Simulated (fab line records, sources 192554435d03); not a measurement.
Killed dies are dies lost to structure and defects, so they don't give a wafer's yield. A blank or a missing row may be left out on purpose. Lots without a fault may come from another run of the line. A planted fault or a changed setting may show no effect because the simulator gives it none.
fab line records | flow n5_finfet
record lots=5 wafers=15 last_day=16
route steps=1938 shown BEOL_M6@1248
lots that met no fault: from a run of the same line without faults
start_h: hours from the record's first day to the start of the lot's first wafer shown | wait_h: hours since the lot's step before | " the same as in the row above | L1.1+2: a row that stands for several wafers | - no value, or no start given | * or withheld: withheld | < > ~ a bound
route shown NAME@n: a module of which the file shows steps, and the number in the route of the first | usual: mean/standard deviation of fault-free wafers | same: alike in all rows | chamber/n: place in a boat | sites: the reading at each site | _std_site: their standard deviation | _edge_site: outer sites' mean less inner sites' | radius_mm: how far each site lies from the wafer's centre | mask NAME#n: copy n | behind: the tool/chamber that last shaped the wafer | hold: why the lot was held/for how many hours/how that ended | device: the transistor (n, p or np) that didn't switch | end of line: the same wafers' tests at the end of the route | a step without rows: its recipe alone | killed: dies lost to structure and defects at the first sort, not the wafer's yield | map: a wafer's dies, x killed, . not, _ none there
set.NAME: the setting as run; set.NAME@STEP: as run at that earlier step | model.NAME: the simulator's own value behind a step, which no gauge read
lots at some steps of the route; a table a step, a row a wafer
services: from which hour (start_h, from the record's first day; less than 0 if before it) a tool's chamber was out of use, for how many hours, and why
## steps
# step N5_BEOL_M6_CURE_75
# recipe temp_c=370 time_s=120 ambient=DMADMS/He material=SiCOH_lowk
# usual lamp_power_pct=52.32/0.05 wafer_temp_C_max=371.7/0.76
# columns lot.wafer tool chamber start_h wait_h lamp_power_pct wafer_temp_C_max
L393.1 uv_cure-01 0 181.47 0.0 52.31 372.4
L393.2 " 0 " " 52.27 372.0
L393.6 " 0 " " 52.25 372.4
L396.1 uv_cure-02 1 226.46 0.2 52.25 372.7
L396.2 " 1 " " 52.30 372.8
L396.4 " 1 " " 52.36 372.0
L398.1 uv_cure-02 0 229.44 0.1 52.39 371.2
L398.2 " 0 " " 52.31 370.7
L398.5 " 0 " " 52.32 371.2
L400.2 uv_cure-02 0 240.60 0.3 52.27 371.4
L400.3 " 0 " " 52.28 371.3
L400.4 " 0 " " 52.27 371.7
L409.3 uv_cure-03 0 299.39 0.1 52.29 371.1
L409.4 " 0 " " 52.23 371.6
L409.6 " 0 " " 52.35 370.8
# step N5_BEOL_M6_DEGAS_44
# recipe ambient=vacuum temp_c=250 time_s=60
# step N5_BEOL_M6_PRE_CLEAN_45
# recipe gas=H2/He time_s=30 temp_c=250
# usual heater_power_w=329/24
# columns lot.wafer tool chamber start_h wait_h heater_power_w
L393.1 pvd_sputter-03 - 182.15 0.0 361
L393.2 " - " " 316
L393.6 " - " " 351
L396.1 pvd_sputter-02 - 226.84 0.0 343
L396.2 " - " " 304
L396.4 " - " " 345
L398.1 pvd_sputter-03 - 229.94 0.0 348
L398.2 " - " " 315
L398.5 " - " " 353
L400.2 pvd_sputter-02 - 241.15 0.0 341
L400.3 " - " " 305
L400.4 " - " " 347
L409.3 pvd_sputter-01 - 299.79 0.0 292
L409.4 " - " " 294
L409.6 " - " " 345
# step N5_BEOL_M6_ALD_77
# recipe material=TaN target_thk_a=20 temp_c=275 ald_precursor_family=PDMAT ald_co_reactant=NH3 pressure_torr=3 carrier_flow_sccm=1500 pulse_time_s=2 purge_time_s=3 co_reactant_purge_time_s=2 co_reactant_pulse_time_s=3 ald_cycles=40 precursor_vessel_temp_c=75 precursor_vessel_pressure_torr=26.25 precursor_vessel_carrier_sccm=1000
# usual heater_power_w=399/37
# same ald_cycles=40
# columns lot.wafer tool chamber start_h wait_h heater_power_w
L393.1 ald_metal-04 0 182.21 0.0 439
L393.2 " 1 " " 455
L393.6 " 3 " " 345
L396.1 ald_metal-01 3 226.90 0.0 377
L396.2 " 0 " " 376
L396.4 " 2 " " 417
L398.1 ald_metal-02 0 230.00 0.0 394
L398.2 " 2 " " 411
L398.5 " 1 " " 404
L400.2 ald_metal-04 3 241.37 0.2 347
L400.3 " 2 " " 341
L400.4 " 0 " " 456
L409.3 ald_metal-04 1 299.85 0.0 471
L409.4 " 3 " " 346
L409.6 " 1 " " 447
# step N5_BEOL_M6_SURFACE_TREAT_79
# recipe gas=Ar time_s=* ion_energy_ev=* ion_current_ma_cm2=0.5 pressure_mtorr=* ar_flow_sccm=30
# step N5_BEOL_M6_CVD_78
# recipe material=Co target_thk_a=20 temp_c=withheld precursor=CCTBA/H2 pressure_torr=30 time_s=142.3
# step N5_BEOL_M6_SPUTTER_48
# recipe material=Cu target_thk_a=100 temp_c=-20 bias_v=60 power_w=26000 chamber_pressure_pa=0.13 time_s=1.667
# step N5_BEOL_M6_ECD_50
# recipe material=Cu target_thk_a=3000
# step N5_BEOL_M6_ANNEAL_51
# recipe temp_c=225 time_s=90 ambient=N2
# usual wafer_temp_C_max=226.1/0.38
# columns lot.wafer tool chamber start_h wait_h wafer_temp_C_max
L393.1 rtp_anneal-02 0 182.94 0.1 226.3
L393.2 " 0 " " 226.2
L393.6 " 0 " " 225.9
L396.1 rtp_anneal-02 0 229.31 1.6 226.2
L396.2 " 0 " " 226.9
L396.4 " 0 " " 226.4
L398.1 rtp_anneal-02 0 231.08 0.3 226.3
L398.2 " 0 " " 226.5
L398.5 " 0 " " 226.3
L400.2 rtp_anneal-02 0 242.51 0.5 226.6
L400.3 " 0 " " 226.4
L400.4 " 0 " " 226.5
L409.3 rtp_anneal-02 0 300.98 0.2 226.6
L409.4 " 0 " " 226.2
L409.6 " 0 " " 226.8
# step N5_BEOL_M6_CMP_52
# recipe stop_on=SiCOH_lowk t_overpolish_s=6.9 down_force_psi=1 platen_rpm=50 clearing_platen_down_force_psi=1.5 clearing_platen_rpm=50 post_cmp_clean=cu_alkaline target_thk_nm=80 clearing_platen_pad_velocity_m_s=0.99484 pad_velocity_m_s=0.99484
# usual barrier_field_endpoint_s=29.1/0.72 motor_current_A=5.8/0.49 overpolish_run_s=6.901/0.0093 time_to_endpoint_s=63.9/2.8
# same t_overpolish_s=6.9
# columns lot.wafer tool chamber start_h wait_h barrier_field_endpoint_s motor_current_A overpolish_run_s time_to_endpoint_s
L393.2 cmp-02 1 183.32 0.3 29.5 6.1 6.899 67.0
L393.1 " 2 " " 29.6 6.2 6.891 67.8
L393.6 " 3 " " 29.2 5.2 6.908 64.7
L396.2 cmp-02 1 229.62 0.2 29.6 6.1 6.908 65.5
L396.4 " 2 " " 30.2 6.6 6.895 65.7
L396.1 " 0 " " 29.8 6.3 6.894 67.0
L398.2 cmp-02 2 231.38 0.2 30.0 6.6 6.903 69.9
L398.1 " 0 " " 29.0 6.4 6.911 66.1
L398.5 " 2 " " 29.8 6.7 6.889 66.0
L400.3 cmp-01 0 242.76 0.2 29.4 5.2 6.899 64.9
L400.2 " 1 " " 29.3 5.9 6.902 66.4
L400.4 " 2 " " 30.1 6.3 6.889 64.6
L409.3 cmp-01 2 301.19 0.2 28.5 6.0 6.890 61.6
L409.4 " 1 " " 28.9 6.3 6.901 61.0
L409.6 " 3 " " 27.9 4.9 6.904 57.4
# step N5_BEOL_M6_THK_MEAS_53
# recipe thk_meas_gauge=xrf reads=Cu_of_BEOL_M6_ECD_50
# usual M6_THK=79.7/1.6
# columns lot.wafer tool chamber start_h wait_h M6_THK[nm]
L393.1 film_metro-02 - 183.54 - 82.3
L393.2 " - " " 80.1
L393.6 " - " " 78.7
L396.1 film_metro-01 - 229.92 - 79.0
L396.2 " - " " 80.6
L396.4 " - " " 79.4
L398.1 film_metro-01 - 231.67 - 77.5
L398.2 " - " " 82.3
L398.5 " - " " 80.5
L400.2 film_metro-01 - 243.06 - 78.3
L400.3 " - " " 78.2
L400.4 " - " " 81.9
L409.3 film_metro-01 - 301.49 - 77.9
L409.4 " - " " 80.3
L409.6 " - " " 80.4
# step N5_BEOL_M6_PRE_CLEAN_55
# recipe gas=NH3 time_s=15 temp_c=withheld rf_power_w=300
# step N5_BEOL_M6_DEP_56
# recipe material=SiCN target_thk_a=100 temp_c=withheld precursor=3MS/NH3 pressure_torr=3 rf_w=202 time_s=17.5
# usual showerhead_plenum_p_Torr=3.664/0.0099 throttle_valve_pct=8.9/0.41
# columns lot.wafer tool chamber start_h wait_h showerhead_plenum_p_Torr throttle_valve_pct model.SiCN_of_BEOL_M6_DEP_56.thk_nm
L393.1 pecvd-04 1 183.62 0.0 3.672 8.8 10
L393.2 " 2 " " 3.663 9.3 10
L393.6 " 2 " " 3.666 9.1 10.4
L396.1 pecvd-02 2 229.98 0.0 3.669 8.7 10
L396.2 " 0 " " 3.661 8.9 10
L396.4 " 1 " " 3.663 8.7 10
L398.1 pecvd-04 2 231.73 0.0 3.656 8.3 18.4
L398.2 " 1 " " 3.658 9.0 10
L398.5 " 2 " " 3.651 8.4 18.6
L400.2 pecvd-02 2 243.12 0.0 3.660 8.4 9.8
L400.3 " 1 " " 3.660 8.7 9.8
L400.4 " 0 " " 3.655 9.0 10.2
L409.3 pecvd-02 1 301.55 0.0 3.667 8.7 9.6
L409.4 " 2 " " 3.666 8.7 10
L409.6 " 1 " " 3.669 8.4 9.8
# step N5_BEOL_M6_RS_MEAS_57
# recipe thk_meas_gauge=four-point-probe reads=Cu_of_BEOL_M6_ECD_50+Co_of_BEOL_M6_CVD_78+TaN_of_BEOL_M6_ALD_77
# usual M6_RS=0.283/0.0065
# columns lot.wafer tool chamber start_h wait_h M6_RS[ohm/sq]
L393.1 film_metro-02 - 183.70 0.1 0.271
L393.2 " - " " 0.281
L393.6 " - " " 0.288
L396.1 film_metro-02 - 230.05 0.1 0.286
L396.2 " - " " 0.278
L396.4 " - " " 0.284
L398.1 film_metro-01 - 231.80 0.1 0.290
L398.2 " - " " 0.271
L398.5 " - " " 0.277
L400.2 film_metro-01 - 243.19 0.1 0.286
L400.3 " - " " 0.288
L400.4 " - " " 0.272
L409.3 film_metro-02 - 301.62 0.1 0.288
L409.4 " - " " 0.280
L409.6 " - " " 0.279
## services
# columns tool chamber start_h hours kind
pecvd-04 0 166.05 - clean
pecvd-04 0 166.05 29.5 scheduled_down
pecvd-04 0 166.05 29.5 vent_cycle
cmp-01 - 174.35 9.1 pm
pecvd-02 0 181.80 2.1 scheduled_down
uv_cure-02 - 196.64 0.5 repair
pecvd-02 1 197.56 2.1 scheduled_down
pecvd-04 2 202.38 - clean
pecvd-04 2 202.38 - consumable_replace:showerhead
pecvd-04 2 202.38 29.0 scheduled_down
pecvd-04 2 202.38 29.0 vent_cycle
uv_cure-03 - 202.40 16.7 repair
pvd_sputter-01 - 231.67 2.2 repair
pvd_sputter-01 - 236.50 2.7 repair
ald_metal-01 1 243.56 3.8 repair
pecvd-02 - 265.94 6.0 pm
cmp-01 - 272.91 0.3 repair
uv_cure-02 - 276.46 0.4 repair
ald_metal-04 - 286.74 4.3 pm
pecvd-02 - 289.68 2.4 repair
uv_cure-03 - 294.22 0.6 repair
pecvd-04 1 297.75 48.4 repair
## key
first_sign none at tools or gauges
model_effect step=N5_BEOL_M6_DEP_56 value=SiCN_of_BEOL_M6_DEP_56.thk_nm without=10.3 struck=18.5
met_at N5_BEOL_M6_DEP_56
struck_wafers L398.1,L398.5
onset_between 183.62 231.73
fault kind=process_parameter_drift tool=pecvd-04 chamber=2 onset_h=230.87 steps=N5_BEOL_M6_DEP_56 channel=time_s offset=* shape=step end_h=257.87 acts_in=* stated=*
